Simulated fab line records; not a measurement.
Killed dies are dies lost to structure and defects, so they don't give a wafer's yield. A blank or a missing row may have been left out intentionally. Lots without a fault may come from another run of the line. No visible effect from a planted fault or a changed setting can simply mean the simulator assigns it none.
Struck lot and sound lot, side by side    flow n5 finfet    25 out of 1938 route steps
Sound: these wafers, L696.4, L696.5, L696.6. Struck: wafers L712.2, L712.3, L712.4. Last of all comes the cause.
At each step with rows: each side's tool, then ch and its chambers, then its first start. Under that, the readings that differ: sound wafers    struck wafers    difference of the means    sigmas: that difference in standard deviations of wafers without a fault.
alike: words and numbers the same on both sides, and readings whose means are apart by under 2 such deviations; not compared: readings that were withheld, readings missing a value for some wafer, numbers with overlapping values and no deviation given by the record, and bounds like >300 which may hide the same value.
A row with sigmas, a row that says differs or no value, or rows on one side alone: a step with any of these is where the two part. Numbers that don't overlap but have no deviation are shown without sigmas and don't part them. Lack of a reading on every wafer of one side parts them only where that side has two or more wafers.

first, 9 steps without rows for these wafers: N5_MOL_CONTACT_COAG_EBR_80; N5_MOL_CONTACT_COAG_SOFTBAKE_79 (time 60 s); N5_MOL_CONTACT_COAG_EXPOSE_81 (exposes mask VG, defocus 0 nm); N5_MOL_CONTACT_COAG_PEB_82 (peb time 60 s); N5_MOL_CONTACT_COAG_DEVELOP_83 (develop time 30 s); N5_MOL_CONTACT_COAG_DESCUM_88 (chemistry O2, time 7 s); N5_MOL_CONTACT_COAG_ETCH_89 (etches underlayer in N2/H2, target depth 13 nm, time 10.4 s); N5_MOL_CONTACT_COAG_ETCH_90 (etches SiARC in CF4, target depth 13 nm, time 21.7 s); N5_MOL_CONTACT_COAG_ALD_131 (deposits SiO2, target thk 5 nm, pulse time 1 s, co reactant pulse time 1 s).
N5_MOL_CONTACT_COAG_ETCHBACK_132: etches SiO2 in CHF3, target depth 10 nm, time 6.7 s.
  sound on rie diel-02 ch 0,1,3, day 5 03:08; struck on rie diel-02 ch 0,2,3, day 9 01:11
  no value came back on the struck wafers for any of 7 readings (CHF3_flow_sccm (sccm), bias w (W) and others); on the sound wafers CHF3_flow_sccm (sccm) reads 50.24 49.80 50.01
reading                                                sound           struck          difference  sigmas
model.CAR-EUV_of_MOL_CONTACT_COAG_COAT_78.thk nm (nm)  15.4 15.6 15.8  16.8 17.2 17.2  +1.5        
  not compared: rf hours counter h
N5_MOL_CONTACT_COAG_ETCH_91: etches SOC in N2/H2, target depth 60 nm, overetch 21 nm, time 101.2 s.
  sound on rie diel-02 ch 0,1,3, day 5 03:11; struck on rie diel-02 ch 0,2,3, day 9 01:13
reading                sound           struck          difference  sigmas
oes product au (a.u.)  0.61 0.72 0.59  0.31 0.33 0.26  -0.34       -5
  alike: drypump motor current A, n2 flow sccm, rf vpp V, showerhead plenum p Torr, throttle valve pct
  not compared: rf hours counter h
then, 6 steps without rows for these wafers: N5_MOL_CONTACT_COAG_STRIP_92 (strips in N2/H2); N5_MOL_CONTACT_COAG_STRIP_93 (strips in N2/H2); N5_MOL_CONTACT_COAG_ETCHBACK_135 (etches SiO2 in CHF3, target depth 25 nm, time 16.7 s); N5_MOL_CONTACT_COAG_STRIP_118 (strips in CHF3); N5_MOL_CONTACT_COAG_VIA_ETCH_46 (etches SiO2 in C4F6/O2, target depth 46 nm, overetch 9.2 nm, time 40 s); N5_MOL_CONTACT_COAG_STRIP_96 (strips in N2/H2).
N5_MOL_CONTACT_COAG_ETCH_47: etches SiNx in CH3F/O2, stops on W, target depth 27 nm.
  sound on rie diel-02 ch 0,1,3, day 5 03:25; struck on rie diel-02 ch 0,2,3, day 9 01:26
reading                     sound              struck          difference  sigmas
etch rf on time s (s)       32.3 30.3 31.9     50.8 50.8 50.8  +19.3       +21
oes product au (a.u.)       0.64 0.78 0.62     0.32 0.33 0.26  -0.38       -5
model.etch.over etch s (s)  5.391 5.054 5.321  0 0 0           -5          
  alike: drypump motor current A, rf vpp V, showerhead plenum p Torr, throttle valve pct
  not compared: rf hours counter h
then, 3 steps without rows for these wafers: N5_MOL_CONTACT_COAG_STRIP_119 (strips in N2/H2, time 30 s); N5_MOL_CONTACT_COAG_PRECLEAN_144 (cleans in alkaline clean, time 60 s); N5_MOL_CONTACT_COAG_SRD_145 (time 30 s).
N5_MOL_CONTACT_COAG_CD_MEAS_137 targets a cd of 16 nm.
  struck on cd sem-02, day 9 01:40; sound on cd sem-02, day 5 03:37
reading     sound           struck  difference                     sigmas
cd nm (nm)  16.7 16.1 16.5  - - -   no value on the struck wafers  
then, 1 step without rows for these wafers: N5_MOL_CONTACT_COAG_COAT_62 (time 60 s, resist thk 60 nm).
N5_BEOL_M4_RC_MEAS_101:
  the record has rows for the sound wafers here (prober-02 ch 0, day 7 23:37) and none for the struck ones
-- record jumps: 7 days separate the struck wafers' starts on either side; left off in module BEOL_M4, taken up again in module PASSIVATION, whose first shown step is the route's number 1936 --
N5_PASSIVATION_PROBE_49:
  struck on prober-01, day 16 05:16; sound on prober-02, day 12 08:59
reading                   sound           struck          difference  sigmas
defect limited yield (%)  90.3 90.7 89.5  0 0 0           -90         -60
killed_at_M0_to_M3        49 34 49        26 19 16        -24         -2
killed at contacts        8 16 6          1106 1097 1116  +1096       +99 or more
killed dies               114 110 124     1180 1180 1180  +1064       +59
killed on rim             23 11 20        152 152 152     +134        +33
sort_bin_5_function (%)   5.9 5.7 6.9     97.1 96.7 97.9  +91.1       +91
sort n pass               1066 1070 1055  0 0 0           -1064       -59
sort yield pct (%)        90.3 90.7 89.4  0 0 0           -90         -60
  alike: killed_at_M4_up, killed at front end, killed at other, killed open, killed short, sort_bin_6_memory, sort_bin_8_speed

WHERE THEY PART
At N5_MOL_CONTACT_COAG_ETCHBACK_132 first; at N5_PASSIVATION_PROBE_49 last (within this record only).

WHY: whatever the simulator had introduced
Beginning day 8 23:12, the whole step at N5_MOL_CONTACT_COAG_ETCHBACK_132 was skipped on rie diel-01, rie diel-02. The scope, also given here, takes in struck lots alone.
